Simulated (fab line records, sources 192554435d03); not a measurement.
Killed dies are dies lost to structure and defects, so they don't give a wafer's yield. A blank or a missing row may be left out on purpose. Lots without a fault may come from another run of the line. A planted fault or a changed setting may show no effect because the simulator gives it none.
Split-lot experiment | flow n5_finfet | 7 lots, 39 wafers read, on a route of 1938 steps

THE SPLIT
At N5_BEOL_M6_DESCUM_33 (chemistry O2, time 7 s), the setting time_s was moved away from the recipe's 7 s on 15 of the 39 wafers read, by -27.3% to +54.1%. The other wafers ran this setting at the recipe's value.

The reading is taken at the split's own step.

THE READING
CAR-EUV_of_BEOL_M6_COAT_22.thk_nm (the simulator's own value, which no gauge read), in nm, at N5_BEOL_M6_DESCUM_33 (chemistry O2, time 7 s). The file gives no usual value for it. The 24 wafers here that ran the recipe average 26.1 nm, standard deviation 0.087 nm.

wafer  | tool, chamber at the split | time_s as run, s | against the recipe | CAR-EUV_of_BEOL_M6_COAT_22.thk_nm, nm | against lot-mates on the recipe
L075.1 | rie_diel-05, 2,3           | 7                | recipe             | 26                                    | -
L075.4 | rie_diel-05, 2,3           | 7                | recipe             | 26                                    | -
L075.5 | rie_diel-05, 2             | 7                | recipe             | 26.2                                  | -
L077.1 | rie_diel-05, 2,2,3         | 9.771            | +39.6%             | 24.8                                  | -1.4
L077.5 | rie_diel-05, 2,2,3         | 9.771            | +39.6%             | 24.8                                  | -1.4
L077.6 | rie_diel-05, 2,2,3         | 9.771            | +39.6%             | 24.8                                  | -1.4
L077.2 | rie_diel-05, 3,0,1         | 7                | recipe             | 26.2                                  | -
L077.3 | rie_diel-05, 3,0,1         | 7                | recipe             | 26.2                                  | -
L077.4 | rie_diel-05, 3,0,1         | 7                | recipe             | 26.2                                  | -
L078.1 | rie_diel-06, 3,2,0,1,3,2   | 7                | recipe             | 26                                    | -
L078.2 | rie_diel-06, 3,2,0,1,3,2   | 7                | recipe             | 26                                    | -
L078.3 | rie_diel-06, 3,2,0,1,3,2   | 7                | recipe             | 26                                    | -
L078.4 | rie_diel-06, 3,2,0,1,3,2   | 7                | recipe             | 26                                    | -
L078.5 | rie_diel-06, 3,2,0,1,3,2   | 7                | recipe             | 26                                    | -
L078.6 | rie_diel-06, 3,2,0,1,3,2   | 7                | recipe             | 26                                    | -
L079.1 | rie_diel-05, 2             | 5.572            | -20.4%             | 26.6                                  | +0.5
L079.2 | rie_diel-05, 1,2           | 7                | recipe             | 26                                    | -
L079.5 | rie_diel-05, 1,2           | 7                | recipe             | 26                                    | -
L079.3 | rie_diel-05, 3             | 7                | recipe             | 26.2                                  | -
L079.4 | rie_diel-05, 0,1           | 5.572            | -20.4%             | 26.8                                  | +0.7
L079.6 | rie_diel-05, 0,1           | 5.572            | -20.4%             | 26.8                                  | +0.7
L085.1 | rie_diel-02, 3,2           | 7                | recipe             | 26                                    | -
L085.5 | rie_diel-02, 3,2           | 7                | recipe             | 26                                    | -
L085.2 | rie_diel-02, 0,1,1         | 5.087            | -27.3%             | 27                                    | +0.9
L085.3 | rie_diel-02, 0,1,1         | 5.087            | -27.3%             | 27                                    | +0.9
L085.6 | rie_diel-02, 0,1,1         | 5.087            | -27.3%             | 27                                    | +0.9
L085.4 | rie_diel-02, 2             | 7                | recipe             | 26.2                                  | -
L088.1 | rie_diel-02, 1,2,0         | 7                | recipe             | 26                                    | -
L088.3 | rie_diel-02, 1,2,0         | 7                | recipe             | 26                                    | -
L088.6 | rie_diel-02, 1,2,0         | 7                | recipe             | 26                                    | -
L088.2 | rie_diel-02, 3             | 5.718            | -18.3%             | 26.8                                  | +0.8
L088.4 | rie_diel-02, 0,1           | 5.718            | -18.3%             | 26.6                                  | +0.6
L088.5 | rie_diel-02, 0,1           | 5.718            | -18.3%             | 26.6                                  | +0.6
L091.1 | rie_diel-05, 2,0,2         | 7                | recipe             | 26                                    | -
L091.2 | rie_diel-05, 2,0,2         | 7                | recipe             | 26                                    | -
L091.5 | rie_diel-05, 2,0,2         | 7                | recipe             | 26                                    | -
L091.3 | rie_diel-05, 1             | 10.79            | +54.1%             | 24                                    | -2.0
L091.4 | rie_diel-05, 3             | 10.79            | +54.1%             | 24.2                                  | -1.8
L091.6 | rie_diel-05, 3             | 10.79            | +54.1%             | 24.2                                  | -1.8
Where a row lists several chambers, the file gives one row for several wafers and doesn't say which wafer went through which chamber.

THE FIT
A straight line over all 39 wafers: CAR-EUV_of_BEOL_M6_COAT_22.thk_nm changes by -0.0341 nm for each +1% of time_s; r = -0.99; the points scatter about the line by 0.091 nm.
The same after taking each lot's own level away (the mean of its wafers on the recipe; 39 wafers): -0.0346 nm for each +1%; r = -1.00; scatter 0.068 nm.
On that fit, the largest move of time_s shifts the reading by 1.9 nm.
The lots' own levels span 26.00 to 26.20 nm, that is 2.3 times the standard deviation above.
So the lot-to-lot level changes the slope little: the two slopes agree.
Check: with one of the wafers moved furthest among these (+54.1%) left out of the fit, the line predicts -1.85 nm for it against its lot-mates. It came out at -2 nm against them.

OTHER SPLITS ON THESE WAFERS
These wafers also went through other splits before the reading. Each is held against what the fit with the lots' levels taken away leaves over:
other split on the same wafers        | wafers away from the commonest value | r with CAR-EUV_of_BEOL_M6_COAT_22.thk_nm (lot level and that fit taken away)
N5_FIN_SAQP_HM_DEP_72 target_thk_a    | 9                                    | +0.02
N5_MOL_CONTACT_COAG_ALD_27 ald_cycles | 12                                   | +0.30
N5_BEOL_M0_SAQP_PECVD_96 time_s       | 12                                   | +0.14

THE FILE'S OWN FIT
CAR-EUV_of_BEOL_M6_COAT_22.thk_nm changes by -0.0347 nm for each +1% of time_s, r = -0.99.
